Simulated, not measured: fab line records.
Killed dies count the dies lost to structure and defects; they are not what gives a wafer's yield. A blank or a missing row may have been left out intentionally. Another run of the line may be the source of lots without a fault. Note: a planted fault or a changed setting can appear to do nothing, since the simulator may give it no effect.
fab line records	flow n5-finfet
record: lots: 11	wafers: 33	last-day: 18
route steps=1938 shown BEOL_M14@1728 PASSIVATION@1936
lots that met no fault: taken from a fault-free run of the same line
start-h: hours from the record's first day to the start of the lot's first wafer shown	wait-h: hours since the lot's step before	" repeats the value in the row above	L1.1+2: a single row standing in for several wafers	- no value present, or no start provided	* or withheld: withheld	< > ~ a bound
route shown NAME@n: a module of which the file shows steps, and the number in the route of the first	usual: mean/standard deviation of fault-free wafers	same: alike in all rows	chamber/n: place in a boat	sites: readings site by site	_std_site: how widely they spread, as a standard deviation	_edge_site: mean of outer sites minus mean of inner sites	radius-mm: how far each site lies from the wafer's centre	mask NAME#n: copy n	behind: tool/chamber where the wafer was last shaped	hold: why the lot went on hold/how many hours it stayed there/how the hold came to an end	device: the n, p or np transistor that did not switch	end of line: tests run on the same wafers once the route is complete	a step without rows: its recipe alone	killed: dies that structure and defects cost at the first sort, which is not the same as the wafer's yield	map: per-die view of a wafer (x killed, . not killed, _ where there is no die)
set.NAME: setting as actually run; set.NAME@STEP: the setting as run at that earlier step	model.NAME: the simulator's own value behind a step, which no gauge read
the route's steps for a sample of lots (tables are steps, rows are wafers)
services: when a tool's chamber went out of use (start-h, in hours from the record's first day, below 0 if earlier), for how many hours, and the reason
== steps ==
step: N5_BEOL_M14_INSPECT_12
recipe: mode: adi	inspect-instrument: macro
usual: raw-defect-count: 2.1/1.2
lot.wafer	tool	chamber	start-h	wait-h	raw-defect-count
L237.2	defect-inspect-01	-	258.18	0.0	0
L237.5	"	-	"	"	3
L237.6	"	-	"	"	3
L240.1	defect-inspect-01	-	280.88	0.0	1
L240.3	"	-	"	"	3
L240.6	"	-	"	"	3
L243.3	defect-inspect-01	-	282.44	0.0	4
L243.4	"	-	"	"	2
L243.5	"	-	"	"	2
L242.1	defect-inspect-01	-	283.80	0.0	1
L242.4	"	-	"	"	3
L242.5	"	-	"	"	0
L247.1	defect-inspect-02	-	315.17	0.0	1
L247.3	"	-	"	"	2
L247.5	"	-	"	"	1
L249.3	defect-inspect-02	-	343.34	0.0	2
L249.5	"	-	"	"	2
L249.6	"	-	"	"	1
L251.2	defect-inspect-02	-	345.50	0.0	1
L251.3	"	-	"	"	2
L251.6	"	-	"	"	1
L255.2	defect-inspect-02	-	360.70	0.0	3
L255.4	"	-	"	"	0
L255.5	"	-	"	"	3
L257.3	defect-inspect-02	-	383.51	0.0	1
L257.4	"	-	"	"	2
L257.6	"	-	"	"	0
L259.2	defect-inspect-01	-	395.26	0.0	3
L259.3	"	-	"	"	4
L259.5	"	-	"	"	1
L260.1	defect-inspect-01	-	412.74	0.0	0
L260.4	"	-	"	"	1
L260.5	"	-	"	"	3
step: N5_BEOL_M14_ETCH_67
recipe: chemistry: CF4	target: SiARC	target-depth-a: 1430	time-s: 238.3	ion-energy-ev: 80	pressure-mtorr: 40	source-w: 545	bias-w: 36	Ar_flow_sccm: 100	cf4-flow-sccm: 100	ends: cleared
usual: drypump-motor-current-A: 5.7/0.6	etch-rf-on-time-s: 237/5.4	oes-product-au: 0.67/0.075	rf-vpp-V: 183.9/1.2	showerhead-plenum-p-Torr: 2.12/0.075	throttle-valve-pct: 15.54/0.26
lot.wafer	tool	chamber	start-h	wait-h	drypump-motor-current-A	etch-rf-on-time-s	oes-product-au	rf-hours-counter-h	rf-vpp-V	showerhead-plenum-p-Torr	throttle-valve-pct
L237.2	rie-diel-01	2	259.12	0.0	6.7	242	0.63	201	185.1	2.13	15.64
L237.5	"	0	"	"	6.2	235	0.78	-	186.6	2.26	15.15
L237.6	"	3	"	"	5.9	229	0.81	-	184.7	2.18	15.26
L240.1	rie-diel-06	3	283.04	0.0	4.8	233	0.63	175	182.1	2.04	15.56
L240.3	"	2	"	"	5.2	241	0.67	100	184.3	2.07	15.33
L240.6	"	3	"	"	4.8	233	0.63	-	182.8	2.04	15.56
L243.3	rie-diel-06	0	285.95	0.0	6.4	243	0.60	197	182.2	2.05	15.89
L243.4	"	3	"	"	4.8	231	0.64	177	183.2	2.04	15.56
L243.5	"	0	"	"	6.4	242	0.60	-	183.4	2.05	15.87
L242.1	rie-diel-06	2	287.55	0.0	5.3	241	0.68	103	182.6	2.07	15.33
L242.4	"	3	"	"	4.8	234	0.63	178	184.0	2.04	15.56
L242.5	"	2	"	"	5.3	243	0.67	-	181.4	2.07	15.34
L247.1	rie-diel-01	0	316.25	0.0	6.2	234	0.75	55	185.3	2.26	15.18
L247.3	"	3	"	"	5.9	229	0.77	34	184.8	2.17	15.29
L247.5	"	0	"	"	6.2	235	0.76	-	185.3	2.26	15.18
L249.3	rie-diel-05	2	344.26	0.0	5.6	238	0.64	181	184.5	2.14	15.69
L249.5	"	3	"	"	6.7	229	0.86	-	185.8	2.28	15.35
L249.6	"	2	"	"	5.6	236	0.63	-	183.7	2.14	15.71
L251.2	rie-diel-01	3	347.00	0.0	5.9	233	0.75	45	185.0	2.17	15.32
L251.3	"	0	"	"	6.2	235	0.74	66	186.0	2.25	15.20
L251.6	"	1	"	"	5.3	288	0.57	-	185.3	2.10	15.97
L255.2	rie-diel-06	0	361.65	0.0	6.4	242	0.59	224	182.3	2.04	15.92
L255.4	"	3	"	"	4.8	233	0.61	202	183.3	2.03	15.61
L255.5	"	0	"	"	6.4	243	0.57	-	183.6	2.04	15.94
L257.3	rie-diel-06	2	384.45	0.0	5.3	240	0.65	137	184.2	2.05	15.40
L257.4	"	1	"	"	5.8	242	0.70	62	184.5	2.16	15.31
L257.6	"	3	"	"	4.8	234	0.61	-	183.7	2.03	15.63
L259.2	rie-diel-06	2	396.31	0.0	5.2	242	0.64	143	181.9	2.05	15.41
L259.3	"	1	"	"	5.8	242	0.70	67	184.0	2.16	15.33
L259.5	"	3	"	"	4.8	233	0.61	-	182.3	2.03	15.64
L260.1	rie-diel-06	1	413.95	0.0	5.8	242	0.69	73	184.9	2.16	15.34
L260.4	"	0	"	"	6.4	239	0.58	243	182.3	2.03	15.96
L260.5	"	0	"	"	6.4	240	0.58	-	183.7	2.03	15.97
step: N5_BEOL_M14_OCD_MEAS_35
usual: trench-depth-nm: 556/14
lot.wafer	tool	chamber	start-h	wait-h	trench-depth-nm
L237.2	ocd-01	-	259.69	0.0	549
L237.5	"	-	"	"	565
L237.6	"	-	"	"	576
L240.1	ocd-01	-	283.62	0.0	570
L240.3	"	-	"	"	555
L240.6	"	-	"	"	572
L243.3	ocd-02	-	286.53	0.0	547
L243.4	"	-	"	"	566
L243.5	"	-	"	"	542
L242.1	ocd-01	-	288.12	0.0	548
L242.4	"	-	"	"	567
L242.5	"	-	"	"	547
L247.1	ocd-01	-	316.82	0.0	564
L247.3	"	-	"	"	583
L247.5	"	-	"	"	568
L249.3	ocd-02	-	344.83	0.0	558
L249.5	"	-	"	"	575
L249.6	"	-	"	"	557
L251.2	ocd-02	-	347.57	0.0	576
L251.3	"	-	"	"	566
L251.6	"	-	"	"	545
L255.2	ocd-01	-	362.22	0.0	541
L255.4	"	-	"	"	563
L255.5	"	-	"	"	538
L257.3	ocd-01	-	385.02	0.0	543
L257.4	"	-	"	"	544
L257.6	"	-	"	"	566
L259.2	ocd-02	-	396.88	0.0	538
L259.3	"	-	"	"	540
L259.5	"	-	"	"	550
L260.1	ocd-02	-	414.53	0.0	540
L260.4	"	-	"	"	545
L260.5	"	-	"	"	545
step: N5_BEOL_M14_ETCH_38
recipe: chemistry: CF4/N2	target: SiCN	target-depth-a: 1065	taper-deg: 2	time-s: 120.6	ion-energy-ev: 150	mask-material: SiO2	pressure-mtorr: 40	source-w: 430	bias-w: 70	Ar_flow_sccm: 100	cf4-flow-sccm: 60	n2-flow-sccm: 60
usual: drypump-motor-current-A: 5.8/0.57	oes-product-au: 0.78/0.083	rf-vpp-V: 382.0/1.9	showerhead-plenum-p-Torr: 2.19/0.069	throttle-valve-pct: 15.40/0.27
lot.wafer	tool	chamber	start-h	wait-h	drypump-motor-current-A	oes-product-au	rf-hours-counter-h	rf-vpp-V	showerhead-plenum-p-Torr	throttle-valve-pct
L237.2	rie-diel-01	1	-	-	5.3	0.72	203	381.9	2.18	15.74
L237.5	"	1	"	"	5.3	0.72	-	383.7	2.18	15.72
L237.6	"	2	"	"	6.7	0.73	-	382.9	2.19	15.47
L240.1	rie-diel-01	3	-	-	5.9	0.92	23	382.7	2.24	15.10
L240.3	"	1	"	"	5.3	0.71	212	382.3	2.17	15.75
L240.6	"	0	"	"	6.2	0.90	-	385.8	2.33	15.02
L243.3	rie-diel-01	0	-	-	6.2	0.89	45	385.4	2.33	14.99
L243.4	"	1	"	"	5.3	0.70	213	381.2	2.17	15.74
L243.5	"	0	"	"	6.2	0.89	-	385.8	2.33	15.00
L242.1	rie-diel-01	0	-	-	6.2	0.90	45	385.3	2.33	15.03
L242.4	"	1	"	"	5.3	0.70	213	381.3	2.17	15.74
L242.5	"	2	"	"	6.7	0.73	-	381.8	2.19	15.49
L247.1	rie-diel-06	2	-	-	5.3	0.77	112	381.7	2.13	15.21
L247.3	"	0	"	"	6.4	0.69	209	380.1	2.11	15.73
L247.5	"	2	"	"	5.3	0.77	-	380.7	2.13	15.20
L249.3	rie-diel-06	0	-	-	6.4	0.68	220	380.3	2.10	15.76
L249.5	"	0	"	"	6.4	0.68	-	379.0	2.10	15.77
L249.6	"	1	"	"	5.8	0.83	-	382.7	2.23	15.13
L251.2	rie-diel-01	2	-	-	6.7	0.70	233	381.3	2.18	15.54
L251.3	"	1	"	"	5.2	0.68	232	382.6	2.17	15.79
L251.6	"	1	"	"	5.3	0.69	-	382.4	2.17	15.79
L255.2	rie-diel-06	0	-	-	6.4	0.67	225	380.1	2.10	15.76
L255.4	"	2	"	"	5.3	0.75	129	379.5	2.12	15.22
L255.5	"	3	"	"	4.8	0.72	-	380.6	2.10	15.48
L257.3	rie-diel-05	3	-	-	6.7	0.94	15	385.7	2.34	15.20
L257.4	"	0	"	"	5.3	0.88	37	383.3	2.24	15.17
L257.6	"	1	"	"	6.0	0.78	-	381.3	2.13	15.61
L259.2	rie-diel-05	1	-	-	6.0	0.78	142	380.4	2.13	15.61
L259.3	"	0	"	"	5.2	0.87	42	383.6	2.24	15.18
L259.5	"	0	"	"	5.3	0.87	-	382.7	2.24	15.17
L260.1	rie-diel-05	2	-	-	5.6	0.72	208	382.5	2.19	15.56
L260.4	"	0	"	"	5.3	0.86	-	381.9	2.24	15.20
L260.5	"	1	"	"	6.0	0.76	-	380.9	2.12	15.62
step: N5_PASSIVATION_PROBE_49
usual: defect-limited-yield: 91.4/1.4	killed_at_M0_to_M3: 33/11	killed_at_M4_up: 13/5.3	killed-at-contacts: 13/6.1	killed-at-front-end: 40/11	killed-at-other: 2.9/2.7	killed-dies: 102/17	killed-on-rim: 14/4.2	killed-open: 68/13	killed-short: 32/7.5	sort_bin_5_function: 5.1/0.98	sort_bin_6_memory: 3.2/0.69	sort_bin_8_speed: 0.1/1.1	sort-n-pass: 1077/21	sort-yield-pct: 91.3/1.7
same: gross-dies: 1180	killed-at-back-side: 0	sort_bin_4_leakage[%]: 0
lot.wafer	tool	chamber	start-h	wait-h	defect-limited-yield[%]	killed_at_M0_to_M3	killed_at_M4_up	killed-at-contacts	killed-at-front-end	killed-at-other	killed-dies	killed-on-rim	killed-open	killed-short	sort_bin_5_function[%]	sort_bin_6_memory[%]	sort_bin_8_speed[%]	sort-n-pass	sort-yield-pct[%]
L237.2	prober-01	-	296.84	0.1	91.1	28	12	13	47	5	105	10	65	37	5.2	3.4	0	1075	91.1
L237.5	prober-01	-	296.99	0.2	91.3	40	11	18	31	3	103	15	56	40	4.7	2.9	0	1077	91.3
L237.6	prober-01	-	297.04	0.3	90.9	37	14	11	44	1	107	12	68	39	4.9	4.0	0	1073	90.9
L242.1	prober-02	-	316.17	0.0	90.8	29	13	9	51	6	108	11	56	52	5.8	2.5	0	1072	90.8
L242.4	prober-02	-	316.32	0.2	88.6	26	9	24	65	10	134	18	96	37	7.1	3.8	0	1046	88.6
L242.5	prober-02	-	316.37	0.2	91.0	25	7	11	60	3	106	20	73	33	5.0	3.8	0	1074	91.0
L243.3	prober-02	-	320.54	0.1	93.5	21	11	20	24	1	77	5	52	24	3.1	3.1	0	1103	93.5
L243.4	prober-02	-	320.59	0.2	94.1	16	12	15	26	1	70	7	51	19	3.9	1.8	0	1110	94.1
L243.5	prober-02	-	320.64	0.2	94.6	18	11	9	25	1	64	9	39	25	3.2	1.9	0	1116	94.6
L240.1	prober-02	-	321.67	0.0	91.8	36	15	8	35	3	97	8	53	42	4.4	3.7	0	1083	91.8
L240.3	prober-02	-	321.77	0.1	91.9	31	10	8	43	4	96	14	66	29	5.2	2.7	0	1084	91.9
L240.6	prober-02	-	321.92	0.3	90.8	17	17	12	62	1	109	17	67	37	5.1	3.2	0	1071	90.8
L247.1	prober-01	-	343.56	0.0	94.0	18	7	19	25	2	71	10	55	16	3.8	2.1	0	1109	94.0
L247.3	prober-01	-	343.66	0.1	92.2	29	19	11	32	1	92	15	67	24	4.4	3.3	12.7	938	79.5
L247.5	prober-01	-	343.76	0.2	93.6	16	12	13	33	2	76	12	50	25	3.6	2.5	0	1104	93.6
L249.3	prober-02	-	372.43	0.1	90.9	36	23	9	38	1	107	13	77	30	5.0	3.8	0	1073	90.9
L249.5	prober-02	-	372.53	0.2	92.7	36	12	5	29	4	86	14	53	31	4.7	2.5	0	1094	92.7
L249.6	prober-02	-	372.58	0.3	91.4	23	20	5	52	1	101	11	67	32	5.2	3.2	0	1079	91.4
L251.2	prober-01	-	378.43	0.1	93.6	30	7	7	30	1	75	11	56	19	3.5	2.7	0	1105	93.6
L251.3	prober-01	-	378.48	0.1	90.9	54	4	6	42	1	107	11	67	38	5.6	2.7	0	1073	90.9
L251.6	prober-01	-	378.63	0.3	92.8	27	4	15	39	0	85	16	58	21	3.6	3.0	0	1095	92.8
L255.2	prober-02	-	395.53	0.1	90.7	21	16	8	60	5	110	20	68	42	4.8	4.2	0	1070	90.7
L255.4	prober-02	-	395.63	0.2	90.3	22	11	23	58	1	115	12	70	42	5.8	3.4	0	1065	90.3
L255.5	prober-02	-	395.68	0.2	91.3	20	13	11	56	3	103	11	66	37	5.5	3.0	0	1077	91.3
L257.3	prober-01	-	409.07	0.1	90.2	38	10	34	30	4	116	17	80	35	5.8	3.7	0	1064	90.2
L257.4	prober-01	-	409.12	0.2	89.1	40	9	22	45	13	129	16	91	35	6.3	4.5	0	1051	89.1
L257.6	prober-01	-	409.22	0.3	90.9	34	18	30	21	4	107	12	81	25	5.1	3.7	0	1073	90.9
L259.2	prober-02	-	419.63	0.1	92.7	24	15	10	36	1	86	8	57	28	3.8	3.2	0	1094	92.7
L259.3	prober-02	-	419.68	0.1	90.7	32	25	14	33	6	110	11	74	34	4.7	4.6	0	1070	90.7
L259.5	prober-02	-	419.78	0.2	92.6	26	14	9	35	3	87	6	62	25	3.6	3.3	0	1093	92.6
L260.1	prober-02	-	437.13	0.0	92.2	38	10	6	35	3	92	20	56	36	4.7	2.7	0	1088	92.2
L260.4	prober-02	-	437.28	0.2	92.1	35	5	9	41	3	93	12	66	25	5.1	2.6	0	1087	92.1
L260.5	prober-02	-	437.33	0.2	91.8	29	12	13	42	1	97	14	63	32	5.4	2.5	0	1083	91.8
killed by level:class
L237.2 FIN_SAQP:geometric-particle:short=21 MOL_CONTACT_COAG:geometric-particle:open=11 FIN_SAQP:geometric-particle:open=9 BEOL_M0_SAQP:geometric-particle:open=7 BEOL_M0:geometric-particle:open=7 BEOL_M3:geometric-particle:open=5 BEOL_M4:geometric-particle:open=5 STARTING-WAFER:geometric-particle:open=5
L237.5 MOL_CONTACT_COAG:geometric-particle:open=16 FIN_SAQP:geometric-particle:short=13 BEOL_M0_SAQP:geometric-particle:open=10 BEOL_M0_SAQP:geometric-particle:short=9 BEOL_M3:geometric-particle:open=8 STARTING-WAFER:geometric-particle:short=6 HKMG_FIN:area-etch=6 BEOL_M2:geometric-particle:open=5
L237.6 FIN_SAQP:geometric-particle:short=19 FIN_SAQP:geometric-particle:open=10 MOL_CONTACT_COAG:geometric-particle:open=10 BEOL_M0_SAQP:geometric-particle:short=9 BEOL_M3:geometric-particle:open=8 BEOL_M4:geometric-particle:open=7 BEOL_M0_SAQP:geometric-particle:open=7 STI_FIN_REVEAL:geometric-particle:open=5
L242.1 FIN_SAQP:geometric-particle:open=17 FIN_SAQP:geometric-particle:short=15 BEOL_M2:geometric-particle:short=10 MOL_CONTACT_COAG:geometric-particle:open=7 BEOL_M0_SAQP:geometric-particle:open=5 BEOL_M4:geometric-particle:open=5 BEOL_M1:geometric-particle:short=4 STI_FIN_REVEAL:geometric-particle:open=3
L242.4 FIN_SAQP:geometric-particle:open=24 MOL_CONTACT_COAG:geometric-particle:open=21 STI_FIN_REVEAL:geometric-particle:open=18 BEOL_M2:geometric-particle:short=9 FIN_SAQP:geometric-particle:short=8 BEOL_M0_SAQP:geometric-particle:open=6 STI_FIN_REVEAL:geometric-particle:short=4 STARTING-WAFER:geometric-particle:open=4
L242.5 FIN_SAQP:geometric-particle:open=16 STI_FIN_REVEAL:geometric-particle:open=10 MOL_CONTACT_COAG:geometric-particle:open=9 FIN_SAQP:geometric-particle:short=7 GATE_CUT:geometric-particle:short=7 STARTING-WAFER:geometric-particle:short=7 BEOL_M3:geometric-particle:open=7 DUMMY_GATE:geometric-particle:open=6
L243.3 MOL_CONTACT_COAG:geometric-particle:open=16 FIN_SAQP:geometric-particle:short=8 FIN_SAQP:geometric-particle:open=6 BEOL_M4:geometric-particle:open=6 BEOL_M1:geometric-particle:open=5 MOL_CONTACT_COAG:geometric-particle:short=4 BEOL_M0_SAQP:geometric-particle:short=4 BEOL_M2:geometric-particle:open=4
L243.4 MOL_CONTACT_COAG:geometric-particle:open=9 FIN_SAQP:geometric-particle:open=8 BEOL_M4:geometric-particle:open=7 MOL_CONTACT_COAG:geometric-particle:short=6 BEOL_M1:geometric-particle:open=5 GATE_CUT:geometric-particle:short=4 BEOL_M0_SAQP:geometric-particle:open=4 BEOL_M3:geometric-particle:open=3
L243.5 MOL_CONTACT_COAG:geometric-particle:open=6 GATE_CUT:geometric-particle:open=5 BEOL_M4:geometric-particle:open=5 GATE_CUT:geometric-particle:short=4 BEOL_M1:geometric-particle:open=4 MOL_CONTACT_COAG:geometric-particle:short=3 BEOL_M0_SAQP:geometric-particle:open=3 BEOL_M3:geometric-particle:open=3
L240.1 STI_FIN_REVEAL:geometric-particle:open=8 MOL_CONTACT_COAG:geometric-particle:open=6 BEOL_M3:geometric-particle:open=6 BEOL_M4:geometric-particle:short=6 GATE_CUT:geometric-particle:short=5 BEOL_M0:geometric-particle:open=5 BEOL_M0_SAQP:geometric-particle:short=5 BEOL_M2:geometric-particle:short=5
L240.3 FIN_SAQP:geometric-particle:short=8 DUMMY_GATE:geometric-particle:open=8 BEOL_M3:geometric-particle:open=8 MOL_CONTACT_COAG:geometric-particle:open=7 BEOL_M0_SAQP:geometric-particle:open=6 BEOL_M1:geometric-particle:open=6 STI_FIN_REVEAL:geometric-particle:open=5 FIN_SAQP:geometric-particle:open=4
L240.6 FIN_SAQP:geometric-particle:open=11 BEOL_M4:geometric-particle:open=10 STI_FIN_REVEAL:geometric-particle:open=9 GATE_CUT:geometric-particle:short=7 MOL_CONTACT_COAG:geometric-particle:short=6 DUMMY_GATE:geometric-particle:open=6 MOL_CONTACT_COAG:geometric-particle:open=6 BEOL_M2:geometric-particle:open=6
L247.1 MOL_CONTACT_COAG:geometric-particle:open=17 BEOL_M1:geometric-particle:open=6 STI_FIN_REVEAL:geometric-particle:open=5 BEOL_M2:geometric-particle:open=5 STARTING-WAFER:geometric-particle:open=4 FIN_SAQP:geometric-particle:open=3 FIN_SAQP:geometric-particle:short=3 DUMMY_GATE:geometric-particle:open=3
L247.3 FIN_SAQP:geometric-particle:open=14 MOL_CONTACT_COAG:geometric-particle:open=9 BEOL_M5:geometric-particle:open=8 BEOL_M0_SAQP:geometric-particle:short=7 BEOL_M0_SAQP:geometric-particle:open=5 BEOL_M3:geometric-particle:open=5 FIN_SAQP:geometric-particle:short=4 BEOL_M2:geometric-particle:open=4
L247.5 FIN_SAQP:geometric-particle:short=10 MOL_CONTACT_COAG:geometric-particle:open=10 FIN_SAQP:geometric-particle:open=9 STI_FIN_REVEAL:geometric-particle:open=6 BEOL_M4:geometric-particle:open=6 BEOL_M0_SAQP:geometric-particle:short=5 STARTING-WAFER:geometric-particle:open=3 GATE_CUT:geometric-particle:short=3
L249.3 BEOL_M0_SAQP:geometric-particle:open=9 BEOL_M3:geometric-particle:open=9 FIN_SAQP:geometric-particle:open=8 DUMMY_GATE:geometric-particle:open=8 MOL_CONTACT_COAG:geometric-particle:open=8 BEOL_M0_SAQP:geometric-particle:short=7 BEOL_M4:geometric-particle:open=7 STI_FIN_REVEAL:geometric-particle:open=6
L249.5 STI_FIN_REVEAL:geometric-particle:open=9 BEOL_M0_SAQP:geometric-particle:short=9 BEOL_M3:geometric-particle:open=8 BEOL_M0_SAQP:geometric-particle:open=6 DUMMY_GATE:geometric-particle:open=5 BEOL_M4:geometric-particle:open=5 STI_FIN_REVEAL:geometric-particle:short=4 BEOL_M4:geometric-particle:short=4
L249.6 FIN_SAQP:geometric-particle:open=14 STI_FIN_REVEAL:geometric-particle:open=12 BEOL_M4:geometric-particle:open=10 FIN_SAQP:geometric-particle:short=9 BEOL_M3:geometric-particle:open=4 MOL_CONTACT_COAG:geometric-particle:open=4 ILD0:geometric-particle:short=3 BEOL_M0_SAQP:geometric-particle:open=3
L251.2 FIN_SAQP:geometric-particle:open=12 BEOL_M0_SAQP:geometric-particle:open=7 MOL_CONTACT_COAG:geometric-particle:open=6 BEOL_M0_SAQP:geometric-particle:short=6 FIN_SAQP:geometric-particle:short=5 BEOL_M2:geometric-particle:open=5 BEOL_M4:geometric-particle:open=5 STI_FIN_REVEAL:geometric-particle:open=4
L251.3 BEOL_M0_SAQP:geometric-particle:open=15 BEOL_M0_SAQP:geometric-particle:short=14 FIN_SAQP:geometric-particle:open=13 BEOL_M2:geometric-particle:open=10 FIN_SAQP:geometric-particle:short=6 MOL_CONTACT_COAG:geometric-particle:open=6 BEOL_M2:geometric-particle:short=6 GATE_CUT:geometric-particle:short=5
L251.6 MOL_CONTACT_COAG:geometric-particle:open=11 FIN_SAQP:geometric-particle:open=10 BEOL_M3:geometric-particle:open=10 DUMMY_GATE:geometric-particle:open=6 HKMG_FIN:area-etch=6 BEOL_M0_SAQP:geometric-particle:short=5 BEOL_M0_SAQP:geometric-particle:open=5 MOL_CONTACT_COAG:geometric-particle:short=4
L255.2 FIN_SAQP:geometric-particle:open=14 FIN_SAQP:geometric-particle:short=11 STI_FIN_REVEAL:geometric-particle:open=11 GATE_CUT:geometric-particle:short=9 BEOL_M4:geometric-particle:open=7 MOL_CONTACT_COAG:geometric-particle:open=5 BEOL_M0_SAQP:geometric-particle:open=5 BEOL_M0_SAQP:geometric-particle:short=4
L255.4 FIN_SAQP:geometric-particle:open=23 MOL_CONTACT_COAG:geometric-particle:open=17 FIN_SAQP:geometric-particle:short=12 BEOL_M0_SAQP:geometric-particle:short=7 STI_FIN_REVEAL:geometric-particle:open=5 BEOL_M0_SAQP:geometric-particle:open=5 MOL_CONTACT_COAG:geometric-particle:short=4 ILD0:geometric-particle:short=4
L255.5 STI_FIN_REVEAL:geometric-particle:open=14 FIN_SAQP:geometric-particle:short=14 FIN_SAQP:geometric-particle:open=10 MOL_CONTACT_COAG:geometric-particle:open=9 BEOL_M4:geometric-particle:open=9 GATE_CUT:geometric-particle:short=7 BEOL_M1:geometric-particle:open=6 BEOL_M0_SAQP:geometric-particle:short=5
L257.3 MOL_CONTACT_COAG:geometric-particle:open=31 BEOL_M0_SAQP:geometric-particle:short=8 BEOL_M1:geometric-particle:open=8 BEOL_M3:geometric-particle:open=8 GATE_CUT:geometric-particle:short=6 BEOL_M0_SAQP:geometric-particle:open=5 STI_FIN_REVEAL:geometric-particle:open=4 BEOL_M2:geometric-particle:open=4
L257.4 STI_FIN_REVEAL:geometric-particle:open=19 MOL_CONTACT_COAG:geometric-particle:open=19 BEOL_M0_SAQP:geometric-particle:short=9 BEOL_M1:geometric-particle:open=9 BEOL_M4:geometric-particle:open=7 BEOL_M0_SAQP:geometric-particle:open=6 BEOL_M2:geometric-particle:open=6 PASS1_CAP:geometric-particle:open=5
L257.6 MOL_CONTACT_COAG:geometric-particle:open=25 BEOL_M0_SAQP:geometric-particle:open=11 BEOL_M2:geometric-particle:open=10 BEOL_M4:geometric-particle:open=10 MOL_CONTACT_COAG:geometric-particle:short=5 FIN_SAQP:geometric-particle:open=3 DUMMY_GATE:geometric-particle:short=3 ILD0:geometric-particle:open=3
L259.2 FIN_SAQP:geometric-particle:short=10 BEOL_M4:geometric-particle:open=10 FIN_SAQP:geometric-particle:open=9 MOL_CONTACT_COAG:geometric-particle:open=9 STI_FIN_REVEAL:geometric-particle:open=6 BEOL_M1:geometric-particle:open=6 BEOL_M0_SAQP:geometric-particle:short=5 BEOL_M0:geometric-particle:open=5
L259.3 MOL_CONTACT_COAG:geometric-particle:open=14 BEOL_M0_SAQP:geometric-particle:open=11 BEOL_M4:geometric-particle:open=11 FIN_SAQP:geometric-particle:open=10 BEOL_M0_SAQP:geometric-particle:short=9 FIN_SAQP:geometric-particle:short=7 STI_FIN_REVEAL:geometric-particle:open=5 BEOL_M1:geometric-particle:open=5
L259.5 BEOL_M1:geometric-particle:open=10 MOL_CONTACT_COAG:geometric-particle:open=8 FIN_SAQP:geometric-particle:open=7 FIN_SAQP:geometric-particle:short=7 BEOL_M4:geometric-particle:open=6 GATE_CUT:geometric-particle:short=6 DUMMY_GATE:geometric-particle:open=5 BEOL_M2:geometric-particle:open=4
L260.1 STI_FIN_REVEAL:geometric-particle:open=12 BEOL_M0_SAQP:geometric-particle:short=11 BEOL_M3:geometric-particle:open=10 BEOL_M0_SAQP:geometric-particle:open=7 BEOL_M4:geometric-particle:open=7 FIN_SAQP:geometric-particle:open=4 MOL_CONTACT_COAG:geometric-particle:open=4 BEOL_M1:geometric-particle:open=4
L260.4 DUMMY_GATE:geometric-particle:open=13 BEOL_M3:geometric-particle:open=12 BEOL_M1:geometric-particle:open=9 FIN_SAQP:geometric-particle:short=8 MOL_CONTACT_COAG:geometric-particle:open=8 STI_FIN_REVEAL:geometric-particle:open=6 BEOL_M0_SAQP:geometric-particle:open=5 FIN_SAQP:geometric-particle:open=3
L260.5 STI_FIN_REVEAL:geometric-particle:open=12 MOL_CONTACT_COAG:geometric-particle:open=12 FIN_SAQP:geometric-particle:short=9 BEOL_M1:geometric-particle:open=7 BEOL_M3:geometric-particle:open=6 FIN_SAQP:geometric-particle:open=5 STARTING-WAFER:geometric-particle:short=5 STI_FIN_REVEAL:geometric-particle:short=4
== services ==
tool	chamber	start-h	hours	kind
rie-diel-05	-	236.83	0.2	repair
rie-diel-06	2	241.76	6.5	repair
rie-diel-01	1	255.42	3.4	repair
rie-diel-05	0	265.60	-	clean
rie-diel-05	0	265.60	-	consumable-replace:focus-ring
rie-diel-05	0	265.60	22.7	scheduled-down
rie-diel-05	0	265.60	22.7	vent-cycle
rie-diel-01	2	270.68	4.7	repair
rie-diel-05	-	273.86	14.6	pm
rie-diel-05	3	314.94	11.0	repair
rie-diel-06	3	333.55	2.8	repair
rie-diel-06	-	334.62	0.7	repair
rie-diel-05	1	355.36	13.1	repair
rie-diel-01	2	393.89	-	clean
rie-diel-01	2	393.89	-	consumable-replace:focus-ring
rie-diel-01	2	393.89	18.1	scheduled-down
rie-diel-01	2	393.89	18.1	vent-cycle
rie-diel-05	3	397.26	7.3	repair
rie-diel-05	-	400.19	2.8	pm
rie-diel-05	3	409.25	10.3	repair
rie-diel-01	1	412.04	-	clean
rie-diel-01	1	412.04	-	consumable-replace:focus-ring
rie-diel-01	1	412.04	18.1	scheduled-down
rie-diel-01	1	412.04	18.1	vent-cycle
== key ==
first-sign: step: N5_BEOL_M14_ETCH_67	reading: etch-rf-on-time-s	direction: up	sigmas: 9.3	usual: *	struck: *
effect none on later readings
met-at N5_BEOL_M14_ETCH_67
struck-lots L251
struck-wafers L251.6
not-acting-at N5_BEOL_M14_INSPECT_12,N5_BEOL_M14_OCD_MEAS_35,N5_BEOL_M14_ETCH_38
fault: kind: process-parameter-drift	tool: rie-diel-01	chamber: 1	onset-h: 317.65	steps: N5_BEOL_M14_ETCH_67	channel: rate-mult	offset: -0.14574	shape: step	end-h: 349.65
